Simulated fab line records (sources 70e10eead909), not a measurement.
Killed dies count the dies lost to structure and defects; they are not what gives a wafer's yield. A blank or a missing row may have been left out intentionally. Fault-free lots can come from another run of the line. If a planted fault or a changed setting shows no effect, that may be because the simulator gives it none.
fab line records | flow nandHarc
[record] lots = 14 wafers = 42 lastDay = 24
route steps=1159 shown P_M2@341 P_BONDPAD@364 A_ZERO_WELL@405 A_ONON_D1@428
lots that met no fault: taken from a fault-free run of the same line
startH: hours from the record's first day to the start of the lot's first wafer shown | waitH: time in hours since the lot's previous step | " unchanged from the row above | L1.1+2: several wafers, shown together as one row | - value missing, or start not given | * or withheld: withheld | < > ~ a bound
route shown NAME@n: names a module that has steps shown in the file, with the first one's number in the route | usual: mean/standard deviation of fault-free wafers | same: alike in all rows | chamber/n: place in a boat | sites: the reading at each site | _std_site: the standard deviation of these | _edge_site: the outer-site mean with the inner-site mean subtracted | radiusMm: how far each site lies from the wafer's centre | mask NAME#n: copy n | behind: the tool/chamber that last shaped the wafer | hold: what put the lot on hold/how long, in hours/how the hold closed | device: names the non-switching transistor (n, p or np) | end of line: tests run on the same wafers once the route is complete | a step without rows: its recipe alone | killed: count of dies lost to structure and defects at first sort (not the wafer's yield) | map: dies across one wafer; x = killed, . = not, _ = none there
set.NAME: the setting as run; set.NAME@STEP: as run at that earlier step | model.NAME: the simulator's own value behind a step, which no gauge read
a sample of lots followed through the steps of the route, with each step as a table and each wafer as a row
services: when a tool's chamber went out of use (startH, in hours from the record's first day, below 0 if earlier), for how many hours, and the reason
[[steps]]
[step NHARC_P_M2_PVD_21]
[recipe] targetThkA = 300 chamberPressurePa = 5 powerW = 5000 substrateTempC = 30 timeS = 20.49 material = Cu
[usual] throttleValvePct = 30.4/1.1
// columns lot.wafer tool chamber startH waitH throttleValvePct
L877.4 pvdSputter-02 - - - 28.4
L877.6 " - " " 28.4
L877.5 " - " " 30.7
L878.4 pvdSputter-02 - - - 30.2
L878.6 " - " " 30.7
L878.5 " - " " 31.4
L879.1 pvdSputter-03 - - - 31.1
L879.4 " - " " 29.4
L879.3 " - " " 31.5
L880.1 pvdSputter-01 - - - 30.0
L880.2 " - " " 30.4
L880.6 " - " " 30.1
L885.4 pvdSputter-03 - - - 29.4
L885.1 " - " " 31.6
L885.5 " - " " 30.2
L890.1 pvdSputter-03 - - - 31.6
L890.5 " - " " 30.3
L890.6 " - " " 29.5
L889.1 pvdSputter-03 - - - 31.5
L889.2 " - " " 31.4
L889.6 " - " " 29.1
L892.1 pvdSputter-01 - - - 30.1
L892.4 " - " " 28.0
L892.2 " - " " 31.8
L891.1 pvdSputter-01 - - - 31.9
L891.4 " - " " 30.1
L891.6 " - " " 32.0
L893.1 pvdSputter-02 - - - 31.4
L893.3 " - " " 30.4
L893.6 " - " " 29.4
L895.2 pvdSputter-01 - - - 32.0
L895.4 " - " " 30.1
L895.3 " - " " 30.0
L894.3 pvdSputter-03 - - - 31.5
L894.4 " - " " 30.3
L894.6 " - " " 31.7
L896.1 pvdSputter-01 - - - 30.2
L896.3 " - " " 29.8
L896.6 " - " " 30.3
L899.4 pvdSputter-02 - - - 31.2
L899.2 " - " " 29.1
L899.6 " - " " 31.2
[step NHARC_P_BONDPAD_CD_MEAS_09]
[recipe] targetCdNm = 500 landingEnergyEv = 500
[usual] cdNm = 500.2/1.5
// columns lot.wafer tool chamber startH waitH cdNm
L877.4 cdSem-02 0 128.93 - 501.3
L877.5 " 0 " " 501.2
L877.6 " 0 " " 500.3
L878.4 cdSem-01 0 143.83 - 500.5
L878.5 " 0 " " 500.8
L878.6 " 0 " " 501.9
L879.1 cdSem-01 0 146.96 - 499.9
L879.3 " 0 " " 501.0
L879.4 " 0 " " 499.3
L880.1 cdSem-03 0 147.73 - 500.2
L880.2 " 0 " " 502.0
L880.6 " 0 " " 500.0
L885.1 cdSem-01 0 189.42 - 498.1
L885.4 " 0 " " 497.8
L885.5 " 0 " " 500.1
L890.1 cdSem-03 0 210.91 - 501.5
L890.5 " 0 " " 499.8
L890.6 " 0 " " 498.3
L889.1 cdSem-03 0 214.28 - 500.6
L889.2 " 0 " " 500.8
L889.6 " 0 " " 499.9
L892.1 cdSem-02 0 226.61 - 497.7
L892.2 " 0 " " 500.4
L892.4 " 0 " " 501.0
L891.1 cdSem-03 0 227.38 - 498.0
L891.4 " 0 " " 501.5
L891.6 " 0 " " 501.3
L893.1 cdSem-01 0 228.04 - 500.1
L893.3 " 0 " " 497.5
L893.6 " 0 " " 498.1
L895.2 cdSem-02 0 233.72 - 499.8
L895.3 " 0 " " 498.0
L895.4 " 0 " " 498.4
L894.3 cdSem-01 0 235.45 - 499.1
L894.4 " 0 " " 500.0
L894.6 " 0 " " 499.4
L896.1 cdSem-03 0 241.10 - 499.1
L896.3 " 0 " " 500.4
L896.6 " 0 " " 500.1
L899.2 cdSem-02 0 262.45 - 497.9
L899.4 " 0 " " 496.7
L899.6 " 0 " " 498.4
[step NHARC_A_ZERO_WELL_ETCH_13]
[recipe] targetDepthA = 1200 timeS = 40.1 hbrFlowSccm = 150 cl2FlowSccm = 50 rfW = 400 icpW = 400 biasW = 100 chemistry = HBr/Cl2
[usual] drypumpMotorCurrentA = 5.8/0.48 oesProductAu = 1.000/0.0075 throttleValvePct = 26.406/0.0097
// columns lot.wafer tool chamber startH waitH drypumpMotorCurrentA oesProductAu rfHoursCounterH throttleValvePct
L877.4 rieSi-02 1 133.39 - 6.4 1.000 0.6 26.402
L877.5 " 0 " " 5.2 0.997 - 26.411
L877.6 " 1 " " 6.4 0.999 - 26.413
L878.4 rieSi-06 1 148.33 - 5.7 1.002 1.1 26.395
L878.5 " 0 " " 5.7 1.001 - 26.409
L878.6 " 1 " " 5.7 0.992 - 26.417
L879.3 rieSi-02 2 151.33 - 5.1 1.016 0.7 26.396
L879.1 " 3 " " 6.7 0.998 0.7 26.412
L879.4 " 1 " " 6.4 1.000 0.7 26.400
L880.1 rieSi-03 0 152.16 - 5.7 1.002 1.1 26.389
L880.2 " 1 " " 6.1 1.006 1.1 26.403
L880.6 " 0 " " 5.7 1.005 - 26.394
L885.1 rieSi-02 0 193.88 - 5.1 0.990 1.2 26.394
L885.4 " 1 " " 6.4 1.004 1.2 26.405
L885.5 " 1 " " 6.5 1.008 - 26.403
L890.1 rieSi-06 0 215.59 - 5.8 0.998 0.2 26.388
L890.6 " 0 " " 5.8 1.006 - 26.411
L890.5 " 1 " " 5.7 0.990 - 26.413
L889.2 rieSi-06 1 218.84 - 5.7 1.001 0.2 26.399
L889.1 " 3 " " 5.2 0.989 0.2 26.390
L889.6 " 1 " " 5.7 0.999 - 26.403
L892.2 rieSi-03 0 230.94 - 5.8 1.000 0.4 26.407
L892.4 " 1 " " 6.1 0.997 0.5 26.391
L892.1 " 2 " " 5.2 1.007 0.5 26.423
L891.1 rieSi-03 2 232.11 - 5.2 1.001 0.5 26.412
L891.4 " 0 " " 5.7 1.004 0.4 26.420
L891.6 " 3 " " 6.0 1.011 - 26.413
L893.1 rieSi-03 0 232.71 - 5.8 1.001 0.5 26.411
L893.3 " 2 " " 5.2 1.003 0.6 26.401
L893.6 " 3 " " 6.0 1.018 - 26.409
L895.3 rieSi-06 1 238.13 - 5.7 0.981 0.3 26.413
L895.2 " 2 " " 5.7 0.993 0.2 26.415
L895.4 " 3 " " 5.2 0.995 0.2 26.396
L894.3 rieSi-03 0 239.96 - 5.8 1.006 0.5 26.398
L894.4 " 2 " " 5.2 1.000 0.6 26.412
L894.6 " 3 " " 6.0 1.004 - 26.411
L896.3 rieSi-06 0 245.46 - 5.8 0.996 0.4 26.419
L896.1 " 2 " " 5.7 0.989 0.3 26.404
L896.6 " 0 " " 5.8 1.003 - 26.410
L899.2 rieSi-02 2 266.90 - 5.1 0.993 0.3 26.412
L899.4 " 1 " " 6.4 0.992 0.3 26.405
L899.6 " 2 " " 5.1 1.002 - 26.436
[step NHARC_A_ONON_D1_DEP_06]
[recipe] targetThkA = 10000 n2FlowSccm = 2750 n2oFlowSccm = 2000 nh3FlowSccm = 500 sih4FlowSccm = 210 tempC = 400
[usual] n2oFlowSccm = 2000/5.6
// columns lot.wafer tool chamber startH waitH n2oFlowSccm
L877.4 pecvdOnon-04 0 156.83 0.2 1999
L877.5 " 0 " " 2000
L877.6 " 0 " " 1996
L879.1 pecvdOnon-02 0 171.22 0.1 1999
L879.3 " 0 " " 1991
L879.4 " 0 " " 1989
L878.4 pecvdOnon-03 0 171.40 0.2 1999
L878.5 " 0 " " 2001
L878.6 " 0 " " 1991
L880.1 pecvdOnon-02 0 175.91 0.1 2009
L880.2 " 0 " " 2006
L880.6 " 0 " " 2019
L885.1 pecvdOnon-03 0 216.72 0.1 2003
L885.4 " 0 " " 1999
L885.5 " 0 " " 1992
L890.1 pecvdOnon-03 0 239.01 0.1 2001
L890.5 " 0 " " 2004
L890.6 " 0 " " 1999
L889.1 pecvdOnon-02 0 239.02 0.1 1997
L889.2 " 0 " " 2005
L889.6 " 0 " " 1996
L894.3 pecvdOnon-04 0 259.10 0.2 2008
L894.4 " 0 " " 2009
L894.6 " 0 " " 2003
L895.2 pecvdOnon-03 0 259.18 0.1 1999
L895.3 " 0 " " 1994
L895.4 " 0 " " 1991
L891.1 pecvdOnon-02 0 259.27 0.2 2002
L891.4 " 0 " " 1997
L891.6 " 0 " " 2006
L892.1 pecvdOnon-04 0 259.34 0.1 1995
L892.2 " 0 " " 1997
L892.4 " 0 " " 1999
L893.1 pecvdOnon-03 0 259.49 0.1 1998
L893.3 " 0 " " 2004
L893.6 " 0 " " 2000
L896.1 pecvdOnon-03 0 270.77 0.1 2007
L896.3 " 0 " " 2000
L896.6 " 0 " " 1998
L899.2 pecvdOnon-04 0 288.10 0.1 2009
L899.4 " 0 " " 2005
L899.6 " 0 " " 1996
[step NHARC_A_ONON_D1_THK_MEAS_08]
[recipe] thkMeasGauge = ellipsometry
[usual] thkNm = 999/11
// columns lot.wafer tool chamber startH waitH thkNm
L877.4 filmMetro-02 - 157.17 - 1001
L877.5 " - " " 1003
L877.6 " - " " 1001
L879.1 filmMetro-02 - 171.74 - 1006
L879.3 " - " " 1006
L879.4 " - " " 1006
L878.4 filmMetro-01 - 171.74 - 971
L878.5 " - " " 970
L878.6 " - " " 971
L880.1 filmMetro-02 - 176.42 - 1003
L880.2 " - " " 1004
L880.6 " - " " 1003
L885.1 filmMetro-02 - 217.23 - 1010
L885.4 " - " " 1010
L885.5 " - " " 1010
L890.1 filmMetro-01 - 239.52 - 1007
L890.5 " - " " 1006
L890.6 " - " " 1005
L889.1 filmMetro-02 - 239.53 - 677
L889.2 " - " " 996
L889.6 " - " " 674
L894.3 filmMetro-01 - 259.50 - 1008
L894.4 " - " " 1008
L894.6 " - " " 1010
L895.2 filmMetro-02 - 259.64 - 988
L895.3 " - " " 989
L895.4 " - " " 989
L891.1 filmMetro-01 - 259.78 - 681
L891.4 " - " " 1002
L891.6 " - " " 680
L892.1 filmMetro-02 - 259.85 - 981
L892.2 " - " " 983
L892.4 " - " " 984
L893.1 filmMetro-01 - 259.99 - 986
L893.3 " - " " 984
L893.6 " - " " 986
L896.1 filmMetro-02 - 271.28 - 988
L896.3 " - " " 988
L896.6 " - " " 988
L899.2 filmMetro-01 - 288.55 - 1006
L899.4 " - " " 1006
L899.6 " - " " 1008
[[services]]
// columns tool chamber startH hours kind
pvdSputter-03 - 102.00 10.0 pm
pecvdOnon-02 - 111.00 13.0 pm
rieSi-06 - 123.89 0.3 repair
rieSi-02 0 138.50 6.4 repair
pecvdOnon-03 - 153.12 13.0 pm
rieSi-03 - 155.00 9.0 pm
rieSi-03 0 155.00 9.0 ventCycle
rieSi-03 1 155.00 9.0 ventCycle
rieSi-03 2 155.00 9.0 ventCycle
rieSi-03 3 155.00 9.0 ventCycle
pvdSputter-01 - 158.00 10.0 pm
rieSi-03 0 164.00 - clean
rieSi-03 1 164.00 - clean
rieSi-03 2 164.00 - clean
rieSi-06 - 183.00 9.0 pm
rieSi-02 2 186.32 5.2 repair
rieSi-02 - 205.59 0.7 repair
rieSi-06 0 209.87 3.7 repair
rieSi-02 - 211.00 9.0 pm
pvdSputter-02 - 214.00 10.0 pm
pvdSputter-03 - 221.53 4.7 repair
pecvdOnon-04 - 237.34 13.0 pm
pvdSputter-03 - 237.53 4.9 repair
pvdSputter-03 - 280.00 10.0 pm
[[key]]
[firstSign] step = NHARC_A_ONON_D1_THK_MEAS_08 reading = thkNm direction = down sigmas = 29 usual = 999 struck = 678
effect none on later readings
metAt NHARC_A_ONON_D1_DEP_06
struckLots L889,L891
struckWafers L889.1,L889.6,L891.1,L891.6
laterRowsLeftOut L889.1,L889.6,L891.1,L891.6
sortLeftOut L889.1,L889.6,L891.1,L891.6
testerLeftOut L889,L891
notActingAt NHARC_P_M2_PVD_21,NHARC_P_BONDPAD_CD_MEAS_09,NHARC_A_ZERO_WELL_ETCH_13
onsetBetween 175.91 239.02
[fault] kind = processParameterDrift tool = pecvdOnon-02 chamber = - onsetH = 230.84 steps = NHARC_A_ONON_D1_DEP_06 channel = targetThkA offset = * shape = step endH = 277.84 scope = struckWafersOnly actsIn = * stated = *
// testerLeftOut: of these lots the tester's yield and bins aren't shown, on N5 and GAA mostly nor the transistor test; their killed dies are dies lost to structure and defects alone, not to doping, threshold or leakage, so they don't give the yield
// sortLeftOut: the simulated sort isn't trusted on such a fault, so these wafers' sort isn't shown, and their yield isn't known
// laterRowsLeftOut: the simulator's readings of these wafers behind a module that went badly wrong aren't trusted and aren't shown, but for the sort
